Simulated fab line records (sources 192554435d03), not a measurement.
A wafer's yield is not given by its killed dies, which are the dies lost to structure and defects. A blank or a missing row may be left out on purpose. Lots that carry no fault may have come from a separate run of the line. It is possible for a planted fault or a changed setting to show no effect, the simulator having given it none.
fab line records	flow n5_finfet
[record] lots = 7	wafers = 21
route steps=1938 shown BEOL_M15@1802 TV_OPEN@1888 PAD_METAL@1896 PASSIVATION@1897
start_h: hours from the record's first day to the start of the lot's first wafer shown	wait_h: time in hours since the lot's previous step	" repeats the value in the row above	L1.1+2: a single row standing in for several wafers	- either no value or no given start	* or withheld: withheld	< > ~ a bound
route shown NAME@n: a module of which the file shows steps, and the number in the route of the first	usual: the fault-free wafers' mean and standard deviation	same: alike in all rows	chamber/n: place in a boat	sites: the reading at each site	_std_site: their standard deviation	_edge_site: the outer-site mean with the inner-site mean subtracted	radius_mm: for every site, how far away it sits from the centre of the wafer	mask NAME#n: copy n	behind: the last tool/chamber to shape the wafer	hold: why the lot went on hold/how many hours it stayed there/how the hold came to an end	device: whichever transistor did not switch (one of n, p or np)	end of line: the same wafers' tests at the end of the route	where a step has no rows: the recipe by itself	killed: the dies lost at the first sort to structure and to defects; this is not the yield of the wafer	map: a wafer's dies, marking killed ones x, the rest . and places with no die _
set.NAME: the setting that was run; set.NAME@STEP: the one run at that earlier step	model.NAME: the simulator's own value behind a step, which no gauge read
lots where settings were altered on purpose, with a table for each step and a row for each wafer
[[steps]]
[step N5_BEOL_M15_DEVELOP_27]
[recipe] develop_time_s = 45	rinse_liquid = diw	dry = air_spin	dev_temp_c = 21
lot.wafer	tool	chamber	start_h	wait_h	set.develop_time_s
L074.1+2+4	litho_track-05	0	-	-	40.39
L081.2+3+5	litho_track-05	0	-	-	45
L088.2+3+6	litho_track-03	0	-	-	40.37
L089.2+3+4	litho_track-03	0	-	-	45
L091.2+4+5	litho_track-03	0	-	-	45
L094.1	litho_track-05	0	-	-	38.59
L094.4+6	"	0	"	"	45
L096.1+4+6	litho_track-05	0	-	-	45
[step N5_BEOL_M15_HARDBAKE_32]
[recipe] temp_c = 130	time_s = 120
[step N5_BEOL_M15_DESCUM_33]
[recipe] chemistry = O2	time_s = 7.9	source_power_w = 50	bias_power_w = 20	pressure_mtorr = 20	rf_frequency_hz = 2.712e+07	temp_c = 40	o2_flow_sccm = 225
[step N5_BEOL_M15_ETCH_61]
[recipe] chemistry = N2/H2	target = BARC	target_depth_a = 890	overetch_a = 267	time_s = 67.9	ion_energy_ev = 200	pressure_mtorr = 30	source_w = 840	bias_w = 150	n2_flow_sccm = 200	h2_flow_sccm = 200
lot.wafer	tool	chamber	start_h	wait_h	set.spin_rpm@BEOL_M15_COAT_22	model.coat_of_BEOL_M15_COAT_22.thk_nm
L074.1	rie_diel-02	3	253.84	0.0	1704	716.8
L074.2	"	0	"	"	1704	719.2
L074.4	"	2	"	"	1535	760.8
L081.2	rie_diel-05	2	316.63	0.0	1805	698.6
L081.3	"	3	"	"	1704	719.6
L081.5	"	1	"	"	1805	698
L088.2	rie_diel-02	1	349.95	0.0	1519	760.6
L088.3	"	0	"	"	1704	714.2
L088.6	"	0	"	"	1519	759.6
L089.2	rie_diel-03	3	359.58	0.0	1799	700.4
L089.3	"	0	"	"	1704	716.6
L089.4	"	2	"	"	1704	720.6
L091.2	rie_diel-05	1	367.36	0.0	1704	718.2
L091.4	"	0	"	"	1704	720
L091.5	"	0	"	"	1704	719.4
L094.1	rie_diel-05	0	386.51	0.0	1523	770.6
L094.4	"	2	"	"	1704	718.4
L094.6	"	1	"	"	1523	765.2
L096.1	rie_diel-03	1	397.65	0.0	1704	713.8
L096.4	"	2	"	"	1704	719.2
L096.6	"	3	"	"	1704	720.8
[step N5_PASSIVATION_VIA_ETCH_13]
[recipe] chemistry = CHF3/O2	target = SiO2	target_depth_a = 6600	CHF3_flow_sccm = 50	O2_flow_sccm = 5	Ar_flow_sccm = 200	time_s = 330	mask_material = PR	pressure_mtorr = 30	source_w = 650	bias_w = 170	ion_energy_ev = 200	ends = cleared
[usual] rf_vpp_V = 530/6.6
lot.wafer	tool	chamber	start_h	wait_h	set.bias_w	rf_vpp_V
L074.1	rie_diel-05	2	264.79	0.0	170	525
L074.2	"	3	"	"	170	528
L074.4	"	0	"	"	170	533
L081.2	rie_diel-03	1	328.83	0.0	186.7	570
L081.3	"	0	"	"	170	524
L081.5	"	3	"	"	186.7	578
L088.2	rie_diel-03	3	362.32	0.0	182.8	567
L088.3	"	0	"	"	170	523
L088.6	"	3	"	"	182.8	568
L089.2	rie_diel-05	2	370.75	0.0	183.6	558
L089.3	"	1	"	"	170	544
L089.4	"	3	"	"	183.6	561
L091.2	rie_diel-02	0	378.69	0.0	170	529
L091.4	"	2	"	"	179.6	548
L091.5	"	1	"	"	170	529
L094.1	rie_diel-03	1	396.30	0.0	170	529
L094.4	"	0	"	"	170	522
L094.6	"	3	"	"	170	536
L096.1	rie_diel-05	2	417.47	0.0	170	525
L096.4	"	0	"	"	170	532
L096.6	"	1	"	"	170	544
[step N5_PASSIVATION_AL_DEP_21]
[recipe] material = Al	target_thk_a = 28000	temp_c = 400	time_s = 170	power_w = 30000	chamber_pressure_pa = 0.4	gas = Ar
lot.wafer	tool	chamber	start_h	wait_h	set.time_s	model.Al_of_PASSIVATION_AL_DEP_21.thk_nm
L074.1	pvd_sputter-03	-	266.20	0.1	152	2466
L074.2	"	-	"	"	170	2795
L074.4	"	-	"	"	152	2455
L081.2	pvd_sputter-03	-	330.33	0.1	190.2	3146
L081.3	"	-	"	"	190.2	3214
L081.5	"	-	"	"	190.2	3227
L088.2	pvd_sputter-02	-	363.21	0.1	177.2	2877
L088.3	"	-	"	"	177.2	2907
L088.6	"	-	"	"	170	2807
L089.2	pvd_sputter-01	-	372.32	0.1	170	2835
L089.3	"	-	"	"	170	2795
L089.4	"	-	"	"	149.7	2444
L091.2	pvd_sputter-02	-	381.31	0.1	170	2838
L091.4	"	-	"	"	185.2	3117
L091.5	"	-	"	"	170	2791
L094.1	pvd_sputter-01	-	397.50	0.1	170	2828
L094.4	"	-	"	"	170	2796
L094.6	"	-	"	"	170	2771
L096.1	pvd_sputter-03	-	418.37	0.1	170	2778
L096.4	"	-	"	"	170	2795
L096.6	"	-	"	"	170	2811
[step N5_PASSIVATION_HMDS_23]
[recipe] time_s = 60	temp_c = 120
[step N5_PASSIVATION_COAT_24]
[recipe] spin_rpm = 3000	resist_thk_nm = withheld
[step N5_PASSIVATION_SRD_72]
[recipe] dry = ipa_marangoni	time_s = 30	temp_c = 23	rinse_liquid = diw
[step N5_PASSIVATION_ANNEAL_56]
[recipe] temp_c = 400	time_s = 1800	ambient = FGA	idle_temp_c = 300	ramp_up_c_per_min = 5	ramp_down_c_per_min = 3
[step N5_PASSIVATION_PROBE_49]
[usual] defect_limited_yield = 91.1/1.4	killed_at_M0_to_M3 = 34/9.7	killed_at_M4_up = 13/5.1	killed_at_contacts = 14/6.3	killed_at_front_end = 40/11	killed_at_other = 3.5/2.7	killed_dies = 105/16	killed_open = 70/12	killed_short = 34/7.8	sort_bin_4_leakage = 0.02/0.13	sort_bin_5_function = 5.2/0.88	sort_bin_6_memory = 3.3/0.7	sort_bin_8_speed = 0.1/0.62	sort_n_pass = 1074/17	sort_yield_pct = 91.0/1.5
[same] gross_dies = 1180	killed_at_back_side = 0
lot.wafer	tool	chamber	start_h	wait_h	set.bias_w@PASSIVATION_VIA_ETCH_13	defect_limited_yield[%]	killed_at_M0_to_M3	killed_at_M4_up	killed_at_contacts	killed_at_front_end	killed_at_other	killed_dies	killed_open	killed_short	sort_bin_4_leakage[%]	sort_bin_5_function[%]	sort_bin_6_memory[%]	sort_bin_8_speed[%]	sort_n_pass	sort_yield_pct[%]
L074.1	prober-01	-	271.66	0.0	170	91.9	47	10	9	28	2	96	61	18	0	4.4	3.6	0	1084	91.9
L074.2	prober-01	-	271.71	0.1	170	88.2	52	25	19	40	3	139	91	40	0	7.4	4.0	0	1041	88.2
L074.4	prober-01	-	271.81	0.2	170	92.5	27	19	8	29	6	89	61	22	1.53	4.5	2.9	0	1073	90.9
L081.2	prober-01	-	335.91	0.1	186.7	77.6	36	10	13	47	158	264	77	32	77.46	18.5	3.8	0	2	0.2
L081.3	prober-01	-	335.96	0.1	170	55.1	25	17	11	46	431	530	62	31	0	40.3	4.1	0	650	55.1
L081.5	prober-01	-	336.06	0.2	186.7	45.9	45	8	18	27	540	638	68	27	19.49	51.3	2.3	16.8	114	9.7
L088.2	prober-02	-	368.75	0.1	182.8	92.2	29	9	13	41	0	92	66	25	0	5.2	2.5	0	1088	92.2
L088.3	prober-02	-	368.80	0.1	170	89.7	49	16	12	42	3	122	81	30	0	6.7	3.6	0	1058	89.7
L088.6	prober-02	-	368.95	0.3	182.8	90.1	57	8	13	32	7	117	77	32	0	5.4	4.5	0	1063	90.1
L089.2	prober-02	-	377.93	0.1	183.6	88.4	67	16	6	48	0	137	81	31	0	6.4	4.5	0	1043	88.4
L089.3	prober-02	-	377.98	0.1	170	91.1	57	8	5	35	0	105	59	25	0	5.0	3.7	0	1075	91.1
L089.4	prober-02	-	378.03	0.2	183.6	84.0	110	10	14	53	2	189	107	40	0.17	9.5	5.9	0	989	83.8
L091.2	prober-01	-	386.91	0.1	170	91.7	30	9	15	39	5	98	65	32	0	4.9	3.3	0	1082	91.7
L091.4	prober-01	-	387.01	0.2	179.6	13.6	846	14	22	44	94	1020	73	36	0.08	60.2	17.5	0	159	13.5
L091.5	prober-01	-	387.06	0.2	170	90.3	36	5	20	53	1	115	80	30	0	5.7	3.3	0	1065	90.3
L094.1	prober-01	-	403.08	0.0	170	89.9	48	13	5	47	6	119	78	40	2.97	5.4	4.3	0	1026	86.9
L094.4	prober-01	-	403.23	0.2	170	92.5	24	17	3	45	0	89	51	37	0	4.6	2.5	0	1091	92.5
L094.6	prober-01	-	403.33	0.3	170	92.5	31	14	14	27	2	88	62	24	0	4.5	2.9	0	1092	92.5
L096.1	prober-01	-	423.72	0.0	170	90.8	39	11	5	51	3	109	65	43	0	5.1	3.8	0	1071	90.8
L096.4	prober-01	-	423.87	0.2	170	89.6	41	14	9	55	4	123	72	51	0	5.6	4.3	0	1057	89.6
L096.6	prober-01	-	423.97	0.3	170	87.8	40	18	21	63	2	144	107	37	0	7.5	4.5	0	1036	87.8
// killed by level:class
L074.1 BEOL_M0_SAQP:area_expose=15 STI_FIN_REVEAL:geometric_particle:open=13 BEOL_M1:geometric_particle:open=9 MOL_CONTACT_COAG:geometric_particle:open=8 BEOL_M0_SAQP:geometric_particle:open=7 BEOL_M0:geometric_particle:open=6 GATE_CUT:geometric_particle:short=3 BEOL_M4:geometric_particle:open=3
L074.2 MOL_CONTACT_COAG:geometric_particle:open=18 BEOL_M0_SAQP:geometric_particle:open=12 BEOL_M0_SAQP:geometric_particle:short=9 DUMMY_GATE:geometric_particle:open=8 BEOL_M1:geometric_particle:open=8 BEOL_M4:geometric_particle:open=8 BEOL_M0_SAQP:area_expose=8 FIN_SAQP:geometric_particle:open=7
L074.4 STI_FIN_REVEAL:geometric_particle:open=8 BEOL_M0_SAQP:geometric_particle:open=8 BEOL_M1:geometric_particle:open=8 BEOL_M4:geometric_particle:open=7 BEOL_M0_SAQP:geometric_particle:short=6 WELL_APT:area_peb=5 FIN_SAQP:geometric_particle:open=4 MOL_CONTACT_COAG:geometric_particle:short=4
L081.2 PASSIVATION:area_etch=154 MOL_CONTACT_COAG:geometric_particle:open=12 BEOL_M0_SAQP:geometric_particle:open=9 STI_FIN_REVEAL:geometric_particle:open=8 BEOL_M0_SAQP:geometric_particle:short=8 BEOL_M5:geometric_particle:open=8 FIN_SAQP:geometric_particle:open=7 DUMMY_GATE:geometric_particle:open=7
L081.3 PASSIVATION:area_etch=430 STI_FIN_REVEAL:geometric_particle:open=10 MOL_CONTACT_COAG:geometric_particle:open=9 BEOL_M0_SAQP:geometric_particle:short=9 BEOL_M0_SAQP:geometric_particle:open=6 BEOL_M5:geometric_particle:open=6 DUMMY_GATE:geometric_particle:open=5 GATE_CUT:geometric_particle:short=5
L081.5 PASSIVATION:area_etch=540 MOL_CONTACT_COAG:geometric_particle:open=17 BEOL_M0_SAQP:geometric_particle:open=9 BEOL_M3:geometric_particle:open=9 BEOL_M0_SAQP:geometric_particle:short=8 BEOL_M2:geometric_particle:open=7 BEOL_M0:geometric_particle:open=6 STI_FIN_REVEAL:geometric_particle:open=5
L088.2 FIN_SAQP:geometric_particle:open=15 FIN_SAQP:geometric_particle:short=11 MOL_CONTACT_COAG:geometric_particle:open=11 BEOL_M2:geometric_particle:open=8 BEOL_M3:geometric_particle:open=7 STI_FIN_REVEAL:geometric_particle:open=5 BEOL_M0_SAQP:geometric_particle:short=4 ILD0:geometric_particle:open=3
L088.3 BEOL_M2:geometric_particle:open=15 FIN_SAQP:geometric_particle:open=12 STI_FIN_REVEAL:geometric_particle:open=12 BEOL_M3:geometric_particle:open=9 MOL_CONTACT_COAG:geometric_particle:open=9 FIN_SAQP:geometric_particle:short=8 BEOL_M1:area_expose=8 GATE_CUT:geometric_particle:short=4
L088.6 MOL_CONTACT_COAG:geometric_particle:open=10 BEOL_M2:geometric_particle:open=10 BEOL_M0_SAQP:geometric_particle:open=9 BEOL_M3:geometric_particle:open=9 STI_FIN_REVEAL:geometric_particle:open=8 BEOL_M0_SAQP:geometric_particle:short=8 BEOL_M1:geometric_particle:open=7 FIN_SAQP:geometric_particle:open=6
L089.2 BEOL_M1:area_expose=23 FIN_SAQP:geometric_particle:open=22 BEOL_M0_SAQP:geometric_particle:open=17 BEOL_M0_SAQP:geometric_particle:short=11 BEOL_M3:geometric_particle:open=9 STI_FIN_REVEAL:geometric_particle:open=7 BEOL_M4:geometric_particle:open=7 DUMMY_GATE:geometric_particle:open=5
L089.3 BEOL_M1:area_expose=20 BEOL_M0_SAQP:geometric_particle:open=11 BEOL_M3:geometric_particle:open=8 FIN_SAQP:geometric_particle:open=7 BEOL_M0_SAQP:geometric_particle:short=7 DUMMY_GATE:geometric_particle:open=5 STI_FIN_REVEAL:geometric_particle:open=5 FIN_SAQP:geometric_particle:short=4
L089.4 BEOL_M1:area_expose=31 STI_FIN_REVEAL:geometric_particle:open=29 BEOL_M0_SAQP:geometric_particle:open=22 BEOL_M0_SAQP:geometric_particle:short=15 BEOL_M3:geometric_particle:open=14 MOL_CONTACT_COAG:geometric_particle:open=11 BEOL_M0_SAQP:area_expose=11 BEOL_M2:geometric_particle:open=6
L091.2 MOL_CONTACT_COAG:geometric_particle:open=13 BEOL_M2:geometric_particle:open=11 FIN_SAQP:geometric_particle:short=10 GATE_CUT:geometric_particle:short=6 FIN_SAQP:geometric_particle:open=5 BEOL_M3:geometric_particle:open=5 BEOL_M0_SAQP:geometric_particle:open=4 FIN_CUT:geometric_particle:open=3
L091.4 BEOL_M1:area_expose=814 PASSIVATION:area_etch=89 MOL_CONTACT_COAG:geometric_particle:open=17 BEOL_M3:geometric_particle:open=12 STI_FIN_REVEAL:geometric_particle:open=9 BEOL_M0_SAQP:geometric_particle:open=6 FIN_SAQP:geometric_particle:open=5 FIN_SAQP:geometric_particle:short=5
L091.5 STI_FIN_REVEAL:geometric_particle:open=18 BEOL_M3:geometric_particle:open=16 MOL_CONTACT_COAG:geometric_particle:open=14 GATE_CUT:geometric_particle:short=6 ILD0:geometric_particle:open=6 MOL_CONTACT_COAG:geometric_particle:short=6 BEOL_M0_SAQP:geometric_particle:open=6 BEOL_M0_SAQP:geometric_particle:short=6
L094.1 BEOL_M3:geometric_particle:open=17 FIN_SAQP:geometric_particle:open=15 FIN_SAQP:geometric_particle:short=11 BEOL_M1:geometric_particle:short=8 BEOL_M1:geometric_particle:open=7 DUMMY_GATE:geometric_particle:open=6 BEOL_M2:geometric_particle:open=5 BEOL_M3:geometric_particle:short=4
L094.4 FIN_SAQP:geometric_particle:open=10 FIN_SAQP:geometric_particle:short=7 BEOL_M0_SAQP:geometric_particle:open=6 BEOL_M1:geometric_particle:open=6 STI_FIN_REVEAL:geometric_particle:open=5 GATE_CUT:geometric_particle:short=5 BEOL_M4:geometric_particle:short=5 STARTING-WAFER:geometric_particle:short=5
L094.6 MOL_CONTACT_COAG:geometric_particle:open=12 BEOL_M1:geometric_particle:open=8 BEOL_M4:geometric_particle:open=8 FIN_SAQP:geometric_particle:short=7 BEOL_M2:geometric_particle:open=6 BEOL_M3:geometric_particle:open=5 FIN_SAQP:geometric_particle:open=4 GATE_CUT:geometric_particle:short=4
L096.1 BEOL_M0_SAQP:geometric_particle:short=19 STI_FIN_REVEAL:geometric_particle:open=18 BEOL_M0_SAQP:geometric_particle:open=10 FIN_SAQP:geometric_particle:open=8 STI_FIN_REVEAL:geometric_particle:short=7 FIN_SAQP:geometric_particle:short=6 BEOL_M1:geometric_particle:open=6 MOL_CONTACT_COAG:geometric_particle:open=5
L096.4 STI_FIN_REVEAL:geometric_particle:open=28 BEOL_M0_SAQP:geometric_particle:short=18 BEOL_M0_SAQP:geometric_particle:open=12 STI_FIN_REVEAL:geometric_particle:short=8 MOL_CONTACT_COAG:geometric_particle:open=6 BEOL_M4:geometric_particle:short=6 BEOL_M2:geometric_particle:open=4 FIN_SAQP:geometric_particle:open=3
L096.6 STI_FIN_REVEAL:geometric_particle:open=30 MOL_CONTACT_COAG:geometric_particle:open=20 BEOL_M0_SAQP:geometric_particle:open=12 FIN_SAQP:geometric_particle:open=10 BEOL_M0_SAQP:geometric_particle:short=8 BEOL_M2:geometric_particle:open=8 STI_FIN_REVEAL:geometric_particle:short=7 BEOL_M4:geometric_particle:open=7
[[key]]
[split] step = N5_BEOL_M15_DEVELOP_27	setting = develop_time_s	stated = 45	by = wafer
response none clear
[split] step = N5_PASSIVATION_VIA_ETCH_13	setting = bias_w	stated = 170	by = wafer
[response] step = N5_PASSIVATION_VIA_ETCH_13	reading = rf_vpp_V	change = +4.23	per = 1%	r = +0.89
[response] step = N5_PASSIVATION_PROBE_49	reading = sort_n_pass	shape = bent	at_lowest = 1036	at_stated = 1036	at_highest = 58
[response] step = N5_PASSIVATION_PROBE_49	reading = sort_yield_pct	shape = bent	at_lowest = 87.8	at_stated = 87.8	at_highest = 4.9
[split] step = N5_PASSIVATION_AL_DEP_21	setting = time_s	stated = 170	by = wafer
[response] step = N5_PASSIVATION_AL_DEP_21	reading = model.Al_of_PASSIVATION_AL_DEP_21.thk_nm	change = +31.3	per = 1%	r = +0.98
split outside_this_file step=N5_BEOL_M15_COAT_22 setting=spin_rpm
// split outside_this_file: this setting was split too, and the file shows its column; the key of that split is in another file
